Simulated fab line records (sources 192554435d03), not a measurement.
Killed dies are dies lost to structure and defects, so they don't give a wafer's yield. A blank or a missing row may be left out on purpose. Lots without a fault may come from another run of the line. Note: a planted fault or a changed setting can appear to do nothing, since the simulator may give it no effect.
Matching of chambers	flow n5Finfet	3 sister chambers for N5_BEOL_M13_ILD_DEP_00 on pecvd-01
The step deposits SiOC from DEMS/O2, target thk 837.92 nm, time 166.4 s. 6 wafers are shown with their chamber, then 12 later ones without.

EACH WAFER AND ITS CHAMBER
wafer	chamber	throttleValvePct (%)	showerheadPlenumPTorr (Torr)
L087.2	0	11.1	5.679
L093.3	2	12.2	5.695
L093.6	1	12.2	5.692
L091.1	0	11.0	5.666
L091.2	2	11.7	5.708
L091.3	1	12.5	5.700

WAFERS WITHOUT THEIR CHAMBER
wafer	throttleValvePct (%)	showerheadPlenumPTorr (Torr)
L091.4	12.2	5.689
L091.5	11.4	5.690
L091.6	12.0	5.690
L095.2	11.0	5.680
L095.3	12.1	5.693
L095.6	12.0	5.681
L097.1	12.1	5.700
L097.3	11.3	5.682
L097.6	12.0	5.695
L096.4	12.3	5.703
L096.5	12.1	5.681
L096.6	11.3	5.698

THE CHAMBER EACH PASSED THROUGH
wafer	from the rows above	in truth
L091.4	can't be placed: 1 or 2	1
L091.5	can't be placed: 0 or 2 or 1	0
L091.6	can't be placed: 2 or 1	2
L095.2	0	0
L095.3	can't be placed: 1 or 2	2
L095.6	can't be placed: 1 or 2 or 0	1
L097.1	can't be placed: 2 or 1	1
L097.3	0	0
L097.6	can't be placed: 2 or 1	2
L096.4	can't be placed: 1 or 2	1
L096.5	can't be placed: 1 or 2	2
L096.6	can't be placed: 2 or 0 or 1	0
Placed correctly: 2 of 12. From these rows, 10 cannot be placed; in 10 the true chamber is one of the candidates. Number placed wrongly: 0.
How it was worked out, from the rows above alone: a wafer's distance from a chamber is the root of the sum, over the readings, of the square of ((its reading less the chamber's mean) divided by the reading's scatter). The wafer belongs to the nearest chamber; if the next one is less than 2 further off, it can't be placed. The mean given for a chamber averages the wafers shown for that chamber. The scatter: take each reading less its chamber's mean, square it, sum over the shown wafers, divide by the number of wafers less the number of chambers, and take the root.
